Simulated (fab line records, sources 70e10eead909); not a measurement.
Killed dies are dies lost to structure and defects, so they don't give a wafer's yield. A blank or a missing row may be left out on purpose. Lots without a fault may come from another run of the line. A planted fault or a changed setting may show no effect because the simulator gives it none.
Chamber matching | flow nand_harc | NHARC_P_M1_STRIP_18 on rie_diel-11: 4 sister chambers
The step strips in N2/H2. 4 wafers are shown with their chamber, then 7 later ones without.

WAFERS WITH THEIR CHAMBER
wafer  | chamber | drypump_motor_current_A (A)
L079.5 | 0       | 6.3
L081.1 | 3       | 5.9
L086.1 | 2       | 5.3
L086.2 | 1       | 5.6

WAFERS WITHOUT THEIR CHAMBER
wafer  | drypump_motor_current_A (A)
L086.5 | 5.6
L094.2 | 6.3
L094.3 | 5.9
L094.5 | 5.8
L097.1 | 6.3
L097.3 | 5.8
L097.4 | 5.6

WHICH CHAMBER EACH WENT THROUGH
wafer  | from the rows above     | in truth
L086.5 | 1                       | 1
L094.2 | 0                       | 0
L094.3 | 3                       | 3
L094.5 | can't be placed: 3 or 1 | 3
L097.1 | 0                       | 0
L097.3 | can't be placed: 3 or 1 | 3
L097.4 | 1                       | 1
Placed correctly: 5 of 7. Can't be placed from these rows: 2 (the true chamber is among the candidates in 2). Placed wrongly: 0.
How it was worked out, from the rows above alone: a wafer's distance from a chamber is the root of the sum, over the readings, of the square of ((its reading less the chamber's mean) divided by the reading's scatter). The wafer belongs to the nearest chamber; if the next one is less than 2 further off, it can't be placed. A chamber's mean is the mean of its shown wafers. The scatter: with one shown wafer a chamber, the root of the mean of the squares of how far each hidden wafer lies from its nearest shown one.
